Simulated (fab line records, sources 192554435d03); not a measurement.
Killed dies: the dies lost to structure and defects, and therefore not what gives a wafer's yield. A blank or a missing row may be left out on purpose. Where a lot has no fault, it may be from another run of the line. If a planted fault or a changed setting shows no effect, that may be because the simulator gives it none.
8D (eight disciplines) problem report, filled in by code + flow n5-finfet + the parts of the form that need people (team, actions taken, sign-off) are left out

== 1. WHAT IS WRONG ==
Mean of barrier-field-endpoint-s at N5_BEOL_M2_CMP_52: 12.1 s across 3 wafers in 2 lots; on wafers with no fault it is 24.4 s (standard deviation 0.64). Relative to the usual mean, that is a shift of -19 standard deviations.
The step: polishes, stops on SiOC, t overpolish 6.8 s, target thk 40 nm.
Earliest sighting: wafer L439.4 on cmp-01 at day 8 22:13. The record holds 29 wafers of 10 lots with a number at this step. The rule behind "out" and "out of limits": a value lying over 4 standard deviations away from the usual mean. All remaining wafers that have a number are taken as sound.

== 2. WHAT THIS IS AND IS NOT ==
| question                    | is                       | is not                                                                                             |
|-----------------------------|--------------------------|----------------------------------------------------------------------------------------------------|
| which readings at this step | barrier-field-endpoint-s | motor-current-A                                                                                    |
| which lots                  | L439, L442               | L434, L436, L437, L449, L450, L452, L453, L455                                                     |
| which wafers of those lots  | L439.4, L442.2, L442.6   | L439.2, L439.3, L442.3                                                                             |
| read on which tools         | cmp-01                   | cmp-02, cmp-03                                                                                     |
| when                        | from day 8 22:13         | up to then (11 sound wafers); but 15 sound wafers of L442, L449, L450, L452, L453, L455 came after |

== 3. SUSPECTS, AND WHAT RULES EACH OUT ==
Counting: a tool at a process step up to the reading stays a suspect if it ran every lot that is out. Sound lots after the first of them don't rule it out here, since some wafers of a struck lot are sound.
- pecvd-04 at N5_BEOL_M2_PECVD_72 (deposits SiO2 from TEOS/O2, target thk 16 nm, time 18 s): kept. It ran every lot that is out, first L439 (day 8 09:20); its last sound lot up to then is L437 (day 7 18:20).
- pvd-sputter-01 at N5_BEOL_M2_SPUTTER_86 (material Cu, target thk 4.5 nm, time 8.29 s): kept. It ran every lot that is out, first L439 (day 8 20:34); its last sound lot up to then is L436 (day 7 20:10).
- pvd-sputter-01 at N5_BEOL_M2_SPUTTER_92 (material Cu, target thk 4.5 nm, time 8.29 s): kept. It ran every lot that is out, first L439 (day 8 21:13); its last sound lot up to then is L436 (day 7 20:49).
- pvd-sputter-01 at N5_BEOL_M2_ANNEAL_95 (time 240 s): kept. It ran every lot that is out, first L439 (day 8 21:31); its last sound lot up to then is L436 (day 7 21:07).
- cmp-01 at N5_BEOL_M2_CMP_52 (polishes, stops on SiOC, t overpolish 6.8 s, target thk 40 nm): kept. It ran every lot that is out, first L439 (day 8 22:13); its last sound lot up to then is L437 (day 8 00:40). Out on those wafers are its own readings of barrier-field-endpoint-s.
- At N5_BEOL_M2_PECVD_72, inside pecvd-04: chamber 1 took the wafers that are out, while their sound lot-mates went through chambers 0, 2.
Left after counting: pecvd-04 at N5_BEOL_M2_PECVD_72, pvd-sputter-01 at N5_BEOL_M2_SPUTTER_86, pvd-sputter-01 at N5_BEOL_M2_SPUTTER_92, pvd-sputter-01 at N5_BEOL_M2_ANNEAL_95, cmp-01 at N5_BEOL_M2_CMP_52.

== 4. THE CAUSE (what the simulator had put in) ==
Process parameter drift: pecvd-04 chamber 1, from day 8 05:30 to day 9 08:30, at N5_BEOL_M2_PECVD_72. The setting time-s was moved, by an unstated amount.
Counting left 5 suspects, and this tool is among them.

== 5. SEQUENCE OF EFFECTS, ordered by route ==
Rows list readings where the struck wafers' mean (over those with a number) sits beyond 3 standard deviations from the usual. Only readings whose record carries a usual standard deviation are examined. hours: median over the lots of the time between each lot's start at the first step of this table that gives one and its start at this step. sigmas: the change, counted in usual standard deviations.
| hours | step              | reading                  | usual  | on struck wafers | change | sigmas |
|-------|-------------------|--------------------------|--------|------------------|--------|--------|
| 0     | N5_BEOL_M2_CMP_52 | barrier-field-endpoint-s | 24.4 s | 12.1             | -12.3  | -19    |
Its process steps:
- N5_BEOL_M2_CMP_52: polishes, stops on SiOC, t overpolish 6.8 s, target thk 40 nm.
Later steps that measure or inspect, where all struck wafers having a row at the step show a number for every such reading and not one has moved that far: N5_BEOL_M4_RC_MEAS_101.

== 6. WHAT WOULD HAVE CAUGHT IT SOONER ==
17 hours passed between the start of the fault at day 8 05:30 and the first reading out of limits in this record, taken at day 8 22:13.
An alarm limit of 4 standard deviations would not have fired on the tool readings at N5_BEOL_M2_PECVD_72 for which the record gives a usual standard deviation, since none of them was out on any struck wafer.
Lots out: 2; of these, L442 started N5_BEOL_M2_PECVD_72 on pecvd-04 after day 8 22:13. Putting the tool on hold at that point would have spared it.
